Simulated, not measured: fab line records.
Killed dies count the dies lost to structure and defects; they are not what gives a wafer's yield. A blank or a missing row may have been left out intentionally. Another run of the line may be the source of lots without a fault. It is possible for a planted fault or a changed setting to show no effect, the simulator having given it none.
Which tool is to blame? / flow nand-harc / 14 lots with 42 wafers sampled at 4 steps, on a route of 1302 steps

== WHAT EACH GAUGE READ, for each wafer ==
The record holds no reading of a measuring or inspecting step that can be judged against a usual standard deviation.

== WHAT TOOL EACH LOT RAN ON (gives the tool, then ch and the chambers of the sampled wafers, and finally the start) ==
lot=L970; NHARC_A_SLIT_ETCH_15=rie-diel-03 ch 0,1,2, day 21 12:27 or earlier; NHARC_A_WL_FILL_ETCHBACK_17=rie-metal-02 ch 0,1, day 21 12:27; NHARC_A_WL_FILL_CVD_20=cvd-w-02 ch 0,1, day 21 18:17 or earlier; NHARC_A_WL_FILL_CMP_12=cmp-02 ch 2,3, day 21 18:17
lot=L972; NHARC_A_SLIT_ETCH_15=rie-diel-05 ch 0,2,3, day 22 00:00 or earlier; NHARC_A_WL_FILL_ETCHBACK_17=rie-metal-02 ch 0, day 22 00:00; NHARC_A_WL_FILL_CVD_20=cvd-w-02 ch 0,1, day 22 05:53 or earlier; NHARC_A_WL_FILL_CMP_12=cmp-02 ch 1,2, day 22 05:53
lot=L976; NHARC_A_SLIT_ETCH_15=rie-diel-03 ch 1,2,3, day 23 06:53 or earlier; NHARC_A_WL_FILL_ETCHBACK_17=rie-metal-01 ch 0,1, day 23 06:53; NHARC_A_WL_FILL_CVD_20=cvd-w-02 ch 0,1, day 23 12:47 or earlier; NHARC_A_WL_FILL_CMP_12=cmp-04 ch 0,2,3, day 23 12:47
lot=L977; NHARC_A_SLIT_ETCH_15=rie-diel-04 ch 1,2, day 24 05:19 or earlier; NHARC_A_WL_FILL_ETCHBACK_17=rie-metal-02 ch 0,1, day 24 05:19; NHARC_A_WL_FILL_CVD_20=cvd-w-02 ch 0,1, day 24 11:31 or earlier; NHARC_A_WL_FILL_CMP_12=cmp-02 ch 0,1, day 24 11:31
lot=L979; NHARC_A_SLIT_ETCH_15=rie-diel-04 ch 2,3, day 24 18:02 or earlier; NHARC_A_WL_FILL_ETCHBACK_17=rie-metal-01 ch 0,1, day 24 18:02; NHARC_A_WL_FILL_CVD_20=cvd-w-01 ch 0,1, day 24 23:52 or earlier; NHARC_A_WL_FILL_CMP_12=cmp-03 ch 1,3, day 24 23:52
lot=L980; NHARC_A_SLIT_ETCH_15=rie-diel-03 ch 0,1,2, day 24 18:06 or earlier; NHARC_A_WL_FILL_ETCHBACK_17=rie-metal-02 ch 0,1, day 24 18:06; NHARC_A_WL_FILL_CVD_20=cvd-w-02 ch 0,1, day 24 23:58 or earlier; NHARC_A_WL_FILL_CMP_12=cmp-02 ch 0,1,3, day 24 23:58
lot=L982; NHARC_A_SLIT_ETCH_15=rie-diel-04 ch 0,1, day 24 22:49 or earlier; NHARC_A_WL_FILL_ETCHBACK_17=rie-metal-03 ch 0,1, day 24 22:49; NHARC_A_WL_FILL_CVD_20=cvd-w-02 ch 0,1, day 25 04:47 or earlier; NHARC_A_WL_FILL_CMP_12=cmp-03 ch 0,1,3, day 25 04:47
lot=L983; NHARC_A_SLIT_ETCH_15=rie-diel-03 ch 2,3, day 26 09:40 or earlier; NHARC_A_WL_FILL_ETCHBACK_17=rie-metal-02 ch 0,1, day 26 09:40; NHARC_A_WL_FILL_CVD_20=cvd-w-01 ch 0,1, day 26 15:35 or earlier; NHARC_A_WL_FILL_CMP_12=cmp-02 ch 0,2,3, day 26 15:35
lot=L985; NHARC_A_SLIT_ETCH_15=rie-diel-04 ch 0,2,3, day 26 17:11 or earlier; NHARC_A_WL_FILL_ETCHBACK_17=rie-metal-02 ch 0,1, day 26 17:11; NHARC_A_WL_FILL_CVD_20=cvd-w-01 ch 0,1, day 26 23:25 or earlier; NHARC_A_WL_FILL_CMP_12=cmp-03 ch 0,1,2, day 26 23:25
lot=L989; NHARC_A_SLIT_ETCH_15=rie-diel-05 ch 2,3, day 28 05:40 or earlier; NHARC_A_WL_FILL_ETCHBACK_17=rie-metal-03 ch 0,1, day 28 05:40; NHARC_A_WL_FILL_CVD_20=cvd-w-01 ch 0,1, day 28 11:37 or earlier; NHARC_A_WL_FILL_CMP_12=cmp-02 ch 0,2, day 28 11:37
lot=L988; NHARC_A_SLIT_ETCH_15=rie-diel-03 ch 1,3, day 28 09:56 or earlier; NHARC_A_WL_FILL_ETCHBACK_17=rie-metal-02 ch 0,1, day 28 09:56; NHARC_A_WL_FILL_CVD_20=cvd-w-02 ch 0,1, day 28 15:47 or earlier; NHARC_A_WL_FILL_CMP_12=cmp-03 ch 1,2,3, day 28 15:47
lot=L987; NHARC_A_SLIT_ETCH_15=rie-diel-04 ch 0,3, day 28 13:00 or earlier; NHARC_A_WL_FILL_ETCHBACK_17=rie-metal-03 ch 0,1, day 28 13:00; NHARC_A_WL_FILL_CVD_20=cvd-w-02 ch 0,1, day 28 18:50 or earlier; NHARC_A_WL_FILL_CMP_12=cmp-03 ch 1,2,3, day 28 18:50
lot=L993; NHARC_A_SLIT_ETCH_15=rie-diel-05 ch 0,1,2, day 30 05:26 or earlier; NHARC_A_WL_FILL_ETCHBACK_17=rie-metal-01 ch 1, day 30 05:26; NHARC_A_WL_FILL_CVD_20=cvd-w-01 ch 0,1, day 30 11:20 or earlier; NHARC_A_WL_FILL_CMP_12=cmp-04 ch 0,1,2, day 30 11:20
lot=L992; NHARC_A_SLIT_ETCH_15=rie-diel-04 ch 0,2,3, day 30 05:37 or earlier; NHARC_A_WL_FILL_ETCHBACK_17=rie-metal-02 ch 0,1, day 30 05:37; NHARC_A_WL_FILL_CVD_20=cvd-w-02 ch 0,1, day 30 11:16 or earlier; NHARC_A_WL_FILL_CMP_12=cmp-02 ch 1,2,3, day 30 11:16
- NHARC_A_SLIT_ETCH_15: etches the open film in O2/COS, target depth 6200 nm, time 1612 s.
- NHARC_A_WL_FILL_ETCHBACK_17: etches the open film in Cl2/BCl3, target depth 4 nm, time 26.7 s.
- NHARC_A_WL_FILL_CVD_20: deposits W, target thk 100 nm, time 74 s.
- NHARC_A_WL_FILL_CMP_12: polishes, t overpolish 30 s, target thk 100 nm.

== WHAT THE TOOLS THEMSELVES READ (means of the sampled wafers that have a number; where no wafer has one, the mark that the record gives instead) ==
NHARC_A_SLIT_ETCH_15. Usual: drypump-motor-current-A 5.8 A, standard deviation 0.46; oes-product-au 0.999 a.u., standard deviation 0.0069; rf-vpp-V 314.6 V, standard deviation 2; showerhead-plenum-p-Torr 3.15 Torr, standard deviation 0.13; throttle-valve-pct 28.329 %, standard deviation 0.0096.
lot=L970; tool=rie-diel-03; drypump-motor-current-A (A)=5.9; oes-product-au (a.u.)=0.989; rf-vpp-V (V)=314.7; showerhead-plenum-p-Torr (Torr)=3.15; throttle-valve-pct (%)=28.334; flag=
lot=L972; tool=rie-diel-05; drypump-motor-current-A (A)=5.6; oes-product-au (a.u.)=0.999; rf-vpp-V (V)=316.0; showerhead-plenum-p-Torr (Torr)=3.31; throttle-valve-pct (%)=28.323; flag=
lot=L976; tool=rie-diel-03; drypump-motor-current-A (A)=5.6; oes-product-au (a.u.)=0.993; rf-vpp-V (V)=313.8; showerhead-plenum-p-Torr (Torr)=3.09; throttle-valve-pct (%)=28.321; flag=
lot=L977; tool=rie-diel-04; drypump-motor-current-A (A)=5.7; oes-product-au (a.u.)=0.998; rf-vpp-V (V)=314.9; showerhead-plenum-p-Torr (Torr)=3.18; throttle-valve-pct (%)=28.332; flag=
lot=L979; tool=rie-diel-04; drypump-motor-current-A (A)=5.8; oes-product-au (a.u.)=1.006; rf-vpp-V (V)=312.1; showerhead-plenum-p-Torr (Torr)=2.99; throttle-valve-pct (%)=28.328; flag=
lot=L980; tool=rie-diel-03; drypump-motor-current-A (A)=5.9; oes-product-au (a.u.)=1.005; rf-vpp-V (V)=315.0; showerhead-plenum-p-Torr (Torr)=3.15; throttle-valve-pct (%)=28.337; flag=
lot=L982; tool=rie-diel-04; drypump-motor-current-A (A)=5.9; oes-product-au (a.u.)=0.991; rf-vpp-V (V)=316.9; showerhead-plenum-p-Torr (Torr)=3.22; throttle-valve-pct (%)=28.326; flag=
lot=L983; tool=rie-diel-03; drypump-motor-current-A (A)=5.4; oes-product-au (a.u.)=1.001; rf-vpp-V (V)=313.6; showerhead-plenum-p-Torr (Torr)=3.09; throttle-valve-pct (%)=28.327; flag=
lot=L985; tool=rie-diel-04; drypump-motor-current-A (A)=6.1; oes-product-au (a.u.)=0.997; rf-vpp-V (V)=311.5; showerhead-plenum-p-Torr (Torr)=3.03; throttle-valve-pct (%)=28.321; flag=
lot=L989; tool=rie-diel-05; drypump-motor-current-A (A)=5.6; oes-product-au (a.u.)=1.002; rf-vpp-V (V)=317.6; showerhead-plenum-p-Torr (Torr)=3.33; throttle-valve-pct (%)=28.336; flag=
lot=L988; tool=rie-diel-03; drypump-motor-current-A (A)=6.0; oes-product-au (a.u.)=1.004; rf-vpp-V (V)=313.8; showerhead-plenum-p-Torr (Torr)=3.08; throttle-valve-pct (%)=28.323; flag=
lot=L987; tool=rie-diel-04; drypump-motor-current-A (A)=6.3; oes-product-au (a.u.)=1.005; rf-vpp-V (V)=312.5; showerhead-plenum-p-Torr (Torr)=3.07; throttle-valve-pct (%)=28.323; flag=
lot=L993; tool=rie-diel-05; drypump-motor-current-A (A)=5.7; oes-product-au (a.u.)=0.992; rf-vpp-V (V)=315.6; showerhead-plenum-p-Torr (Torr)=3.24; throttle-valve-pct (%)=28.325; flag=
lot=L992; tool=rie-diel-04; drypump-motor-current-A (A)=6.1; oes-product-au (a.u.)=1.006; rf-vpp-V (V)=311.9; showerhead-plenum-p-Torr (Torr)=3.03; throttle-valve-pct (%)=28.320; flag=

NHARC_A_WL_FILL_ETCHBACK_17. Usual: drypump-motor-current-A 6.0 A, standard deviation 0.49; oes-product-au 1.003 a.u., standard deviation 0.0074; run-length-s 48.4 s, standard deviation 0.5.
lot=L970; tool=rie-metal-02; drypump-motor-current-A (A)=5.9; oes-product-au (a.u.)=1.000; run-length-s (s)=48.7; flag=
lot=L972; tool=rie-metal-02; drypump-motor-current-A (A)=6.6; oes-product-au (a.u.)=1.011; run-length-s (s)=48.4; flag=
lot=L976; tool=rie-metal-01; drypump-motor-current-A (A)=6.2; oes-product-au (a.u.)=0.992; run-length-s (s)=48.3; flag=
lot=L977; tool=rie-metal-02; drypump-motor-current-A (A)=5.9; oes-product-au (a.u.)=1.012; run-length-s (s)=48.8; flag=
lot=L979; tool=rie-metal-01; drypump-motor-current-A (A)=6.3; oes-product-au (a.u.)=0.997; run-length-s (s)=48.2; flag=
lot=L980; tool=rie-metal-02; drypump-motor-current-A (A)=5.8; oes-product-au (a.u.)=1.006; run-length-s (s)=48.8; flag=
lot=L982; tool=rie-metal-03; drypump-motor-current-A (A)=5.4; oes-product-au (a.u.)=0.991; run-length-s (s)=47.8; flag=
lot=L983; tool=rie-metal-02; drypump-motor-current-A (A)=6.2; oes-product-au (a.u.)=1.010; run-length-s (s)=48.3; flag=
lot=L985; tool=rie-metal-02; drypump-motor-current-A (A)=5.8; oes-product-au (a.u.)=1.001; run-length-s (s)=48.7; flag=
lot=L989; tool=rie-metal-03; drypump-motor-current-A (A)=5.4; oes-product-au (a.u.)=1.005; run-length-s (s)=43.1; flag=OFF
lot=L988; tool=rie-metal-02; drypump-motor-current-A (A)=5.9; oes-product-au (a.u.)=1.005; run-length-s (s)=48.6; flag=
lot=L987; tool=rie-metal-03; drypump-motor-current-A (A)=5.8; oes-product-au (a.u.)=0.997; run-length-s (s)=43.2; flag=OFF
lot=L993; tool=rie-metal-01; drypump-motor-current-A (A)=6.3; oes-product-au (a.u.)=0.997; run-length-s (s)=48.4; flag=
lot=L992; tool=rie-metal-02; drypump-motor-current-A (A)=5.8; oes-product-au (a.u.)=1.002; run-length-s (s)=48.6; flag=

NHARC_A_WL_FILL_CVD_20. Usual: chamber-pressure-Torr 39.99 Torr, standard deviation 0.094; heater-power-w 884 W, standard deviation 100; susceptor-temp-C 400.02 C, standard deviation 0.22; throttle-valve-pct 8.21 %, standard deviation 0.23.
lot=L970; tool=cvd-w-02; chamber-pressure-Torr (Torr)=39.92; heater-power-w (W)=830; susceptor-temp-C (C)=-; throttle-valve-pct (%)=8.20; flag=OFF
lot=L972; tool=cvd-w-02; chamber-pressure-Torr (Torr)=39.94; heater-power-w (W)=836; susceptor-temp-C (C)=400.03; throttle-valve-pct (%)=8.22; flag=
lot=L976; tool=cvd-w-02; chamber-pressure-Torr (Torr)=39.98; heater-power-w (W)=835; susceptor-temp-C (C)=400.19; throttle-valve-pct (%)=8.37; flag=
lot=L977; tool=cvd-w-02; chamber-pressure-Torr (Torr)=39.98; heater-power-w (W)=852; susceptor-temp-C (C)=399.93; throttle-valve-pct (%)=8.27; flag=
lot=L979; tool=cvd-w-01; chamber-pressure-Torr (Torr)=40.04; heater-power-w (W)=882; susceptor-temp-C (C)=399.78; throttle-valve-pct (%)=8.35; flag=
lot=L980; tool=cvd-w-02; chamber-pressure-Torr (Torr)=40.01; heater-power-w (W)=915; susceptor-temp-C (C)=399.82; throttle-valve-pct (%)=8.26; flag=
lot=L982; tool=cvd-w-02; chamber-pressure-Torr (Torr)=40.02; heater-power-w (W)=847; susceptor-temp-C (C)=399.86; throttle-valve-pct (%)=8.25; flag=
lot=L983; tool=cvd-w-01; chamber-pressure-Torr (Torr)=40.02; heater-power-w (W)=894; susceptor-temp-C (C)=400.08; throttle-valve-pct (%)=8.30; flag=
lot=L985; tool=cvd-w-01; chamber-pressure-Torr (Torr)=39.98; heater-power-w (W)=908; susceptor-temp-C (C)=400.09; throttle-valve-pct (%)=8.05; flag=
lot=L989; tool=cvd-w-01; chamber-pressure-Torr (Torr)=39.98; heater-power-w (W)=885; susceptor-temp-C (C)=399.95; throttle-valve-pct (%)=8.46; flag=
lot=L988; tool=cvd-w-02; chamber-pressure-Torr (Torr)=40.03; heater-power-w (W)=910; susceptor-temp-C (C)=400.14; throttle-valve-pct (%)=8.37; flag=
lot=L987; tool=cvd-w-02; chamber-pressure-Torr (Torr)=39.90; heater-power-w (W)=917; susceptor-temp-C (C)=399.92; throttle-valve-pct (%)=8.19; flag=
lot=L993; tool=cvd-w-01; chamber-pressure-Torr (Torr)=39.95; heater-power-w (W)=889; susceptor-temp-C (C)=400.05; throttle-valve-pct (%)=8.32; flag=
lot=L992; tool=cvd-w-02; chamber-pressure-Torr (Torr)=40.07; heater-power-w (W)=837; susceptor-temp-C (C)=-; throttle-valve-pct (%)=8.14; flag=OFF

NHARC_A_WL_FILL_CMP_12. Usual: motor-current-A 11.7 A, standard deviation 0.98; overpolish-run-s 30.002 s, standard deviation 0.0096; slurry-flow-ml-min 149.9, standard deviation 0.47; time-to-endpoint-s 19.9 s, standard deviation 2.
lot=L970; tool=cmp-02; motor-current-A (A)=11.8; overpolish-run-s (s)=30.005; slurry-flow-ml-min=149.8; time-to-endpoint-s (s)=19.9; flag=
lot=L972; tool=cmp-02; motor-current-A (A)=11.1; overpolish-run-s (s)=30.000; slurry-flow-ml-min=150.0; time-to-endpoint-s (s)=21.1; flag=
lot=L976; tool=cmp-04; motor-current-A (A)=10.8; overpolish-run-s (s)=29.998; slurry-flow-ml-min=150.1; time-to-endpoint-s (s)=22.2; flag=
lot=L977; tool=cmp-02; motor-current-A (A)=11.5; overpolish-run-s (s)=29.998; slurry-flow-ml-min=150.2; time-to-endpoint-s (s)=19.1; flag=
lot=L979; tool=cmp-03; motor-current-A (A)=13.2; overpolish-run-s (s)=29.994; slurry-flow-ml-min=149.8; time-to-endpoint-s (s)=21.4; flag=
lot=L980; tool=cmp-02; motor-current-A (A)=11.8; overpolish-run-s (s)=30.003; slurry-flow-ml-min=150.0; time-to-endpoint-s (s)=19.0; flag=
lot=L982; tool=cmp-03; motor-current-A (A)=12.6; overpolish-run-s (s)=30.011; slurry-flow-ml-min=150.1; time-to-endpoint-s (s)=19.7; flag=
lot=L983; tool=cmp-02; motor-current-A (A)=11.8; overpolish-run-s (s)=30.001; slurry-flow-ml-min=149.7; time-to-endpoint-s (s)=17.9; flag=
lot=L985; tool=cmp-03; motor-current-A (A)=12.6; overpolish-run-s (s)=29.996; slurry-flow-ml-min=149.5; time-to-endpoint-s (s)=22.0; flag=
lot=L989; tool=cmp-02; motor-current-A (A)=11.5; overpolish-run-s (s)=30.007; slurry-flow-ml-min=149.9; time-to-endpoint-s (s)=20.8; flag=
lot=L988; tool=cmp-03; motor-current-A (A)=12.6; overpolish-run-s (s)=30.006; slurry-flow-ml-min=150.1; time-to-endpoint-s (s)=22.8; flag=
lot=L987; tool=cmp-03; motor-current-A (A)=12.2; overpolish-run-s (s)=30.002; slurry-flow-ml-min=149.5; time-to-endpoint-s (s)=21.4; flag=
lot=L993; tool=cmp-04; motor-current-A (A)=10.5; overpolish-run-s (s)=30.008; slurry-flow-ml-min=150.0; time-to-endpoint-s (s)=20.1; flag=
lot=L992; tool=cmp-02; motor-current-A (A)=11.5; overpolish-run-s (s)=30.007; slurry-flow-ml-min=149.6; time-to-endpoint-s (s)=17.8; flag=

== THE ANSWER, worked out from the rows above alone ==
Rule: take the mean of a lot's wafers that have a number; if it is more than 3 standard deviations from the usual mean, the lot is off. Also off: a lot with no number at a reading for which 4 or more lots have one. Any other lot the step has rows for is counted as sound. The gauges are gone through in route order, then the tools' own readings, and for those a lot's mean is taken as printed above. The first step at which some lot is off is used, and at that step the reading that is off furthest; a lot without a number counts as furthest.
Off: L989, L987 (NHARC_A_WL_FILL_ETCHBACK_17, run-length-s).
A tool fits if, at that step or a process step before it, it ran every lot that is off, and no sound lot after the first of them. Because NHARC_A_SLIT_ETCH_15 lacks a start for some lots, the hours and order of its lots are taken from NHARC_A_WL_FILL_ETCHBACK_17. One candidate fits, namely rie-metal-03 at NHARC_A_WL_FILL_ETCHBACK_17. A fault onset in the window from L982 (day 24 22:49, its last sound lot) to L989 (day 28 05:40, its first lot off) fits.
The tool's own readings at NHARC_A_WL_FILL_ETCHBACK_17 bear it out: on the lots that are off they differ by more than 5 times the standard deviation of the sound lots' means. run-length-s reads 43.2 s there against 48.5 s on the sound lots.

== WHAT WAS PUT IN BY THE SIMULATOR ==
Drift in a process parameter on rie-metal-03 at NHARC_A_WL_FILL_ETCHBACK_17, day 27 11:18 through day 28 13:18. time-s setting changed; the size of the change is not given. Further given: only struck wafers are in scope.
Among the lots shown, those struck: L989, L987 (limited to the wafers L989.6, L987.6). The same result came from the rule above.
